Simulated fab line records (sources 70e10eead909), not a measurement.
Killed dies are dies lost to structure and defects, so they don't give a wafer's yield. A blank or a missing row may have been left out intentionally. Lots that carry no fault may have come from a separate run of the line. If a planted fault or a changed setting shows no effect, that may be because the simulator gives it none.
Comparing a struck lot with a sound one	flow nand-harc	18 out of 1159 route steps
Sound: these wafers, L180.1, L180.3, L180.4. The struck wafers were L187.2, L187.3, L187.4. Last of all comes the cause.
Per side, at each step with rows, come the tool, then ch with its chambers, and then its first start. Under that, the readings that differ: sound wafers	struck wafers	difference of the means	sigmas: that difference in standard deviations of wafers without a fault.
alike: same words and numbers on both sides, and readings whose means sit less than 2 such deviations apart. not compared: any withheld reading, any reading some wafer has no value for, any bound like >300 that may hide the same value, and any number with overlapping values for which the record gives no deviation.
The two part at a step that has a row with sigmas, a row that says differs or no value, or rows on one side only. Numbers that have no deviation but don't overlap get no sigmas and don't part them. A reading that every wafer of one side lacks parts them only if that side has two wafers or more.

NHARC_P_M2_PRE_CLEAN_32: time 12 s.
  sound on pecvd-03 ch 0,1,2, day 10 01:00; struck on pecvd-03 ch 0,1,2, day 11 09:37
  alike: heater-power-w
  not compared: since-wet-clean-h
NHARC_P_M2_DEP_33: deposits SiCN, target thk 30 nm.
  sound on pecvd-03 ch 0,1,2, day 10 01:04; struck on pecvd-03 ch 0,1,2, day 11 09:44
  alike: heater-power-w
  not compared: since-wet-clean-h
NHARC_P_BONDPAD_DEP_00: deposits SiCN, target thk 250 nm.
  sound on pecvd-04 ch 0,2, day 10 01:28; struck on pecvd-04 ch 0,1, day 11 10:07
  alike: heater-power-w
  not compared: since-wet-clean-h
NHARC_P_BONDPAD_CMP_32: polishes SiCN, target thk 200 nm.
  sound on cmp-04 ch 0,1,2, day 10 01:53; struck on cmp-04 ch 0,1,3, day 11 10:31
  alike: motor-current-A
NHARC_P_BONDPAD_THK_MEAS_33: measures by ellipsometry.
  sound on film-metro-02 at day 10 02:08; struck on film-metro-01 at day 11 10:46
  alike: thk-nm
then, 7 steps without rows for these wafers: NHARC_P_BONDPAD_SRD_34; NHARC_P_BONDPAD_DEHYDRATE_01 (time 120 s); NHARC_P_BONDPAD_HMDS_02 (time 30 s); NHARC_P_BONDPAD_COAT_36 (time 65 s); NHARC_P_BONDPAD_COAT_03 (resist thk 600 nm); NHARC_P_BONDPAD_SOFTBAKE_04 (time 70 s); NHARC_P_BONDPAD_EBR_05.
NHARC_P_BONDPAD_EXPOSE_06: exposes mask P BPAD.
  sound on krf-scanner-02 ch 0, day 10 02:33; struck on krf-scanner-03 ch 0, day 11 11:13
reading	sound	struck	difference	sigmas
exposure-dose-mJ-cm2	37.09 37.03 37.09	50.30 50.35 50.35	+13.26	+99 or more
  alike: mask
then, 2 steps without rows for these wafers: NHARC_P_BONDPAD_PEB_07 (peb time 80 s); NHARC_P_BONDPAD_DEVELOP_08 (time 50 s).
NHARC_P_BONDPAD_CD_MEAS_09 targets a cd of 500 nm.
  sound on cd-sem-03 ch 0, day 10 02:42; struck on cd-sem-01 ch 0
reading	sound	struck	difference	sigmas
cd-nm (nm)	501.5 501.2 500.9	510.9 510.2 512.3	+9.9	+8
  not compared: hold
NHARC_P_BONDPAD_OVL_MEAS_38:
  sound on overlay-02 at day 10 02:47; struck on overlay-01 at day 11 18:29
reading	sound	struck	difference	sigmas
hold	- - -	await-dispo/6.8h/release await-dispo/6.8h/release await-dispo/6.8h/release	no value on the sound wafers	
  alike: overlay-x-nm, overlay-y-nm
-- record jumps: 13 days between struck wafers' starts before vs after; left off in module P_BONDPAD, resumes in module END, first step shown is number 1159 of the route --
NHARC_END_SORT_01:
  sound on prober-02 ch 0, day 22 16:11; struck on prober-01 ch 0, day 24 08:59
reading	sound	struck	difference	sigmas
defect-limited-yield (%)	97.3 96.5 97.0	92.3 93.9 93.4	-3.7	-2
killed-dies	18 24 20	52 41 45	+25	+2
sort_bin_2_pct (%)	0.7 0.7 0.4	3.1 2.1 1.3	+1.6	+2
sort_bin_3_pct (%)	0 0.15 0.15	0.74 1.03 0.30	+0.59	+3
sort-n-pass	659 653 657	625 636 632	-25	-2
sort-yield-pct (%)	97.3 96.5 97.0	92.3 93.9 93.4	-3.7	-2
  alike: killed-at-array, killed-at-other, killed-at-periphery, killed-open, killed-short, sort_bin_4_pct, sort-rim-yield-pct

== WHERE THEY PART ==
At NHARC_P_BONDPAD_EXPOSE_06 first; at NHARC_END_SORT_01 last (within this record only).

WHY: what the simulator had put in
Process parameters drifting: krf-scanner-03 at NHARC_P_BONDPAD_EXPOSE_06, beginning at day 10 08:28. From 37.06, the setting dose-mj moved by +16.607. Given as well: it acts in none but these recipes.
